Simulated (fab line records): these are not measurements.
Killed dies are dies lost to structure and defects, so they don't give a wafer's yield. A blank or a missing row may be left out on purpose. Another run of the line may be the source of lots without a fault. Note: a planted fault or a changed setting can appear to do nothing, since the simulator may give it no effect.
Struck lot and sound lot, side by side    flow nand harc    14 out of 1302 route steps
Sound: wafers L730.2, L730.3, L730.4. Wafers struck: L740.1, L740.4, L740.5. At the end, the cause is stated.
Each step with rows lists, per side, the tool, then ch with its chambers, then its first start. Under that, the readings that differ: sound wafers    struck wafers    difference of the means    sigmas: that difference in standard deviations of wafers without a fault.
alike: readings whose means differ by less than 2 such deviations, and words and numbers that are the same on both sides. not compared: withheld readings, readings that some wafer has no value for, bounds like >300 that may hide the same value, and numbers for which the record gives no deviation and whose values overlap.
The two part at a step that has a row with sigmas, a row that says differs or no value, or rows on one side only. Numbers that have no deviation but don't overlap get no sigmas and don't part them. Lack of a reading on every wafer of one side parts them only where that side has two or more wafers.

NHARC_A_CHANNEL_FILL_D2_ALD_15: deposits SiNx, target thk 2 nm, pulse time 60 s, ald cycles 19.
  sound: ald sin batch-03 ch 0; struck: ald sin batch-03 ch 0
  alike: ald cycles, precursor pulse height rel
NHARC_A_CHANNEL_FILL_D2_ALD_16: deposits SiO2, target thk 1.5 nm, pulse time 10 s, ald cycles 15.
  sound on ald hk-02 ch 0,2,3, day 14 04:59; struck on ald hk-01 ch 1,2,3, day 18 12:04
  alike: ald cycles, heater power w, precursor pulse height rel
then, 2 steps without rows for these wafers: NHARC_A_CHANNEL_FILL_D2_ANNEAL_17 (time 1800 s); NHARC_A_CHANNEL_FILL_D2_CVD_18 (deposits poly-Si, target thk 3 nm).
NHARC_A_CHANNEL_FILL_D2_ETCHBACK_19: etches the open film in HBr/Cl2, target depth 5 nm, time 1.7 s.
  sound on rie si-03 ch 2,3, day 14 16:31; struck on rie si-04 ch 0,1,3, day 18 23:55
  alike: drypump motor current A, he backside leak sccm, oes product au, throttle valve pct
  not compared: rf hours counter h
then, 1 step without rows for these wafers: NHARC_A_CHANNEL_FILL_D2_ETCHBACK_20 (etches the open film in C4F8/O2/Ar, target depth 27 nm, time 13.5 s).
NHARC_A_CHANNEL_FILL_D2_STRIP_28: strips in O2, time 20 s.
  sound on rie diel-03 ch 0,2,3, day 14 16:46; struck on rie diel-03 ch 1,2,3, day 19 00:07
  alike: drypump motor current A, oes product au, rf vpp V, showerhead plenum p Torr, throttle valve pct
  not compared: rf hours counter h
then, 4 steps without rows for these wafers: NHARC_A_CHANNEL_FILL_D2_PRECLEAN_21 (cleans in dHF, time 30 s); NHARC_A_CHANNEL_FILL_D2_SRD_23; NHARC_A_CHANNEL_FILL_D2_CVD_05 (deposits poly-Si, target thk 5 nm); NHARC_A_CHANNEL_FILL_D2_ANNEAL_22 (time 7200 s).
NHARC_A_CHANNEL_FILL_D2_ALD_25: deposits SiOx, target thk 60 nm, pulse time 10 s, ald cycles 600.
  sound on ald hk-02 ch 0,1,2, day 15 05:48; struck on ald hk-02 ch 0,2,3, day 19 14:07
reading     sound        struck       difference  sigmas
ald cycles  600 600 600  669 669 669  +69         
  alike: heater power w, precursor pulse height rel
NHARC_A_CHANNEL_FILL_D2_ETCHBACK_08: etches the open film in C4F8, target depth 220 nm, time 110 s.
  sound: rie diel-03 ch 0,2,3; struck: rie diel-03 ch 0,3
  alike: oes product au, rf vpp V
  not compared: rf hours counter h
then, 1 step without rows for these wafers: NHARC_END_SORT_01.

## WHERE THEY PART
Nowhere in this record.

WHY: the cause the simulator had injected
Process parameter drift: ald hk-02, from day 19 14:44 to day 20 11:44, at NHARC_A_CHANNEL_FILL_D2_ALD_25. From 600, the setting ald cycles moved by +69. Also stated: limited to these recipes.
